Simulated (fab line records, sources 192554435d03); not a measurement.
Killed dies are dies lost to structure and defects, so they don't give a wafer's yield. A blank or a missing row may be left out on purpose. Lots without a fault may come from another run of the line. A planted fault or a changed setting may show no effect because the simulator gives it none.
Chamber matching | flow n5_finfet | N5_BEOL_M4_VIA_ETCH_34 on rie_diel-02: 4 sister chambers
The step etches the open film in C4F6/O2, target depth 69.4 nm, time 65.9 s. 4 wafers are shown with their chamber, then 12 later ones without.

WAFERS WITH THEIR CHAMBER
wafer  | chamber | showerhead_plenum_p_Torr (Torr)
L082.5 | 2       | 2.97
L091.3 | 1       | 2.90
L091.4 | 3       | 2.74
L091.6 | 0       | 3.02

WAFERS WITHOUT THEIR CHAMBER
wafer  | showerhead_plenum_p_Torr (Torr)
L092.4 | 2.97
L092.5 | 2.90
L092.6 | 3.01
L093.1 | 3.01
L093.4 | 2.96
L093.6 | 2.73
L096.1 | 2.73
L096.3 | 2.96
L096.4 | 3.01
L097.1 | 2.96
L097.3 | 2.90
L097.6 | 2.73

WHICH CHAMBER EACH WENT THROUGH
wafer  | from the rows above | in truth
L092.4 | 2                   | 2
L092.5 | 1                   | 1
L092.6 | 0                   | 0
L093.1 | 0                   | 0
L093.4 | 2                   | 2
L093.6 | 3                   | 3
L096.1 | 3                   | 3
L096.3 | 2                   | 2
L096.4 | 0                   | 0
L097.1 | 2                   | 2
L097.3 | 1                   | 1
L097.6 | 3                   | 3
Placed correctly: 12 of 12. Can't be placed from these rows: 0. Placed wrongly: 0.
How it was worked out, from the rows above alone: a wafer's distance from a chamber is the root of the sum, over the readings, of the square of ((its reading less the chamber's mean) divided by the reading's scatter). The wafer belongs to the nearest chamber; if the next one is less than 2 further off, it can't be placed. A chamber's mean is the mean of its shown wafers. The scatter: with one shown wafer a chamber, the root of the mean of the squares of how far each hidden wafer lies from its nearest shown one.
